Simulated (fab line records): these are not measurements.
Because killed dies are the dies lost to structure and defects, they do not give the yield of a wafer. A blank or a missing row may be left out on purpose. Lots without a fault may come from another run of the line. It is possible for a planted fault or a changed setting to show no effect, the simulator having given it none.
Chamber matching || flow n5 finfet || pecvd-02 running N5_BEOL_M0_SAQP_PECVD_04: 3 sister chambers
The step deposits a-Si from SiH4/He, target thk 60 nm, time 60.2 s. 33 wafers are shown with their chamber, then 12 later ones without.

## WAFERS, EACH WITH ITS CHAMBER
{"wafer": "L074.3", "chamber": 2, "throttle valve pct (%)": 16.8, "showerhead plenum p Torr (Torr)": 5.617, "heater power w (W)": 561}
{"wafer": "L074.5", "chamber": 2, "throttle valve pct (%)": 16.7, "showerhead plenum p Torr (Torr)": 5.625, "heater power w (W)": 578}
{"wafer": "L074.6", "chamber": 1, "throttle valve pct (%)": 18.8, "showerhead plenum p Torr (Torr)": 5.653, "heater power w (W)": 605}
{"wafer": "L075.3", "chamber": 1, "throttle valve pct (%)": 18.9, "showerhead plenum p Torr (Torr)": 5.659, "heater power w (W)": 598}
{"wafer": "L075.4", "chamber": 0, "throttle valve pct (%)": 17.8, "showerhead plenum p Torr (Torr)": 5.616, "heater power w (W)": 637}
{"wafer": "L075.6", "chamber": 2, "throttle valve pct (%)": 16.4, "showerhead plenum p Torr (Torr)": 5.622, "heater power w (W)": 558}
{"wafer": "L076.3", "chamber": 1, "throttle valve pct (%)": 19.1, "showerhead plenum p Torr (Torr)": 5.664, "heater power w (W)": 629}
{"wafer": "L076.4", "chamber": 0, "throttle valve pct (%)": 17.7, "showerhead plenum p Torr (Torr)": 5.631, "heater power w (W)": 574}
{"wafer": "L076.6", "chamber": 1, "throttle valve pct (%)": 19.2, "showerhead plenum p Torr (Torr)": 5.666, "heater power w (W)": 616}
{"wafer": "L077.2", "chamber": 0, "throttle valve pct (%)": 18.0, "showerhead plenum p Torr (Torr)": 5.636, "heater power w (W)": 625}
{"wafer": "L077.5", "chamber": 2, "throttle valve pct (%)": 16.8, "showerhead plenum p Torr (Torr)": 5.629, "heater power w (W)": 598}
{"wafer": "L077.6", "chamber": 1, "throttle valve pct (%)": 19.1, "showerhead plenum p Torr (Torr)": 5.678, "heater power w (W)": 639}
{"wafer": "L078.1", "chamber": 1, "throttle valve pct (%)": 18.9, "showerhead plenum p Torr (Torr)": 5.674, "heater power w (W)": 646}
{"wafer": "L078.3", "chamber": 2, "throttle valve pct (%)": 16.7, "showerhead plenum p Torr (Torr)": 5.633, "heater power w (W)": 603}
{"wafer": "L078.6", "chamber": 0, "throttle valve pct (%)": 17.6, "showerhead plenum p Torr (Torr)": 5.622, "heater power w (W)": 596}
{"wafer": "L082.1", "chamber": 0, "throttle valve pct (%)": 17.8, "showerhead plenum p Torr (Torr)": 5.629, "heater power w (W)": 646}
{"wafer": "L082.2", "chamber": 1, "throttle valve pct (%)": 19.1, "showerhead plenum p Torr (Torr)": 5.672, "heater power w (W)": 604}
{"wafer": "L082.3", "chamber": 2, "throttle valve pct (%)": 16.6, "showerhead plenum p Torr (Torr)": 5.616, "heater power w (W)": 588}
{"wafer": "L085.2", "chamber": 0, "throttle valve pct (%)": 17.8, "showerhead plenum p Torr (Torr)": 5.626, "heater power w (W)": 639}
{"wafer": "L085.4", "chamber": 2, "throttle valve pct (%)": 16.8, "showerhead plenum p Torr (Torr)": 5.612, "heater power w (W)": 572}
{"wafer": "L085.5", "chamber": 0, "throttle valve pct (%)": 17.9, "showerhead plenum p Torr (Torr)": 5.646, "heater power w (W)": 667}
{"wafer": "L086.2", "chamber": 2, "throttle valve pct (%)": 16.6, "showerhead plenum p Torr (Torr)": 5.621, "heater power w (W)": 510}
{"wafer": "L086.3", "chamber": 0, "throttle valve pct (%)": 17.6, "showerhead plenum p Torr (Torr)": 5.630, "heater power w (W)": 644}
{"wafer": "L086.5", "chamber": 1, "throttle valve pct (%)": 19.1, "showerhead plenum p Torr (Torr)": 5.649, "heater power w (W)": 623}
{"wafer": "L087.3", "chamber": 1, "throttle valve pct (%)": 18.9, "showerhead plenum p Torr (Torr)": 5.655, "heater power w (W)": 605}
{"wafer": "L087.4", "chamber": 0, "throttle valve pct (%)": 17.9, "showerhead plenum p Torr (Torr)": 5.636, "heater power w (W)": 576}
{"wafer": "L087.5", "chamber": 1, "throttle valve pct (%)": 19.0, "showerhead plenum p Torr (Torr)": 5.661, "heater power w (W)": 630}
{"wafer": "L088.1", "chamber": 2, "throttle valve pct (%)": 16.5, "showerhead plenum p Torr (Torr)": 5.614, "heater power w (W)": 593}
{"wafer": "L088.3", "chamber": 1, "throttle valve pct (%)": 18.8, "showerhead plenum p Torr (Torr)": 5.669, "heater power w (W)": 606}
{"wafer": "L088.5", "chamber": 1, "throttle valve pct (%)": 19.0, "showerhead plenum p Torr (Torr)": 5.673, "heater power w (W)": 608}
{"wafer": "L089.1", "chamber": 2, "throttle valve pct (%)": 16.6, "showerhead plenum p Torr (Torr)": 5.639, "heater power w (W)": 556}
{"wafer": "L089.5", "chamber": 2, "throttle valve pct (%)": 16.7, "showerhead plenum p Torr (Torr)": 5.611, "heater power w (W)": 576}
{"wafer": "L089.6", "chamber": 1, "throttle valve pct (%)": 19.0, "showerhead plenum p Torr (Torr)": 5.658, "heater power w (W)": 563}

SIGNATURES, as means of the wafers listed above
{"reading": "throttle valve pct", "chamber 0": 17.789, "chamber 1": 18.992, "chamber 2": 16.655, "scatter within a chamber": 0.13}
{"reading": "showerhead plenum p Torr", "chamber 0": 5.63022, "chamber 1": 5.66392, "chamber 2": 5.62173, "scatter within a chamber": 0.00892}
{"reading": "heater power w", "chamber 0": 622.67, "chamber 1": 613.23, "chamber 2": 572.09, "scatter within a chamber": 26.4}
Rule: for each reading, subtract the chamber's mean from the wafer's reading, divide by that reading's scatter and square the result; add these up over the readings and take the root, which gives the wafer's distance from the chamber. The wafer belongs to the nearest chamber; if the next one is less than 2 further off, it can't be placed. How the scatter is found: for the shown wafers, subtract from each reading the mean of its chamber, square and add these, divide the total by (wafers less chambers), then take the root.

## WAFERS MISSING THEIR CHAMBER
{"wafer": "L091.1", "throttle valve pct (%)": 18.2, "showerhead plenum p Torr (Torr)": 5.640, "heater power w (W)": 623}
{"wafer": "L091.2", "throttle valve pct (%)": 16.7, "showerhead plenum p Torr (Torr)": 5.621, "heater power w (W)": 600}
{"wafer": "L091.6", "throttle valve pct (%)": 17.8, "showerhead plenum p Torr (Torr)": 5.638, "heater power w (W)": 654}
{"wafer": "L092.1", "throttle valve pct (%)": 17.9, "showerhead plenum p Torr (Torr)": 5.628, "heater power w (W)": 657}
{"wafer": "L092.3", "throttle valve pct (%)": 17.0, "showerhead plenum p Torr (Torr)": 5.637, "heater power w (W)": 562}
{"wafer": "L092.4", "throttle valve pct (%)": 16.7, "showerhead plenum p Torr (Torr)": 5.620, "heater power w (W)": 576}
{"wafer": "L095.2", "throttle valve pct (%)": 18.0, "showerhead plenum p Torr (Torr)": 5.628, "heater power w (W)": 561}
{"wafer": "L095.3", "throttle valve pct (%)": 16.7, "showerhead plenum p Torr (Torr)": 5.628, "heater power w (W)": 594}
{"wafer": "L095.5", "throttle valve pct (%)": 19.2, "showerhead plenum p Torr (Torr)": 5.680, "heater power w (W)": 580}
{"wafer": "L097.1", "throttle valve pct (%)": 18.9, "showerhead plenum p Torr (Torr)": 5.661, "heater power w (W)": 643}
{"wafer": "L097.3", "throttle valve pct (%)": 16.7, "showerhead plenum p Torr (Torr)": 5.611, "heater power w (W)": 602}
{"wafer": "L097.5", "throttle valve pct (%)": 17.1, "showerhead plenum p Torr (Torr)": 5.621, "heater power w (W)": 596}

## THE CHAMBER EACH PASSED THROUGH
{"wafer": "L091.1", "from the rows above": 0, "in truth": 0}
{"wafer": "L091.2", "from the rows above": 2, "in truth": 2}
{"wafer": "L091.6", "from the rows above": 0, "in truth": 0}
{"wafer": "L092.1", "from the rows above": 0, "in truth": 0}
{"wafer": "L092.3", "from the rows above": 2, "in truth": 2}
{"wafer": "L092.4", "from the rows above": 2, "in truth": 2}
{"wafer": "L095.2", "from the rows above": 0, "in truth": 0}
{"wafer": "L095.3", "from the rows above": 2, "in truth": 2}
{"wafer": "L095.5", "from the rows above": 1, "in truth": 1}
{"wafer": "L097.1", "from the rows above": 1, "in truth": 1}
{"wafer": "L097.3", "from the rows above": 2, "in truth": 2}
{"wafer": "L097.5", "from the rows above": "can't be placed: 2 or 0", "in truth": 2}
Placed correctly: 11 of 12. These rows do not allow placing 1 (true chamber among the candidates in 1). 0 placed wrongly.
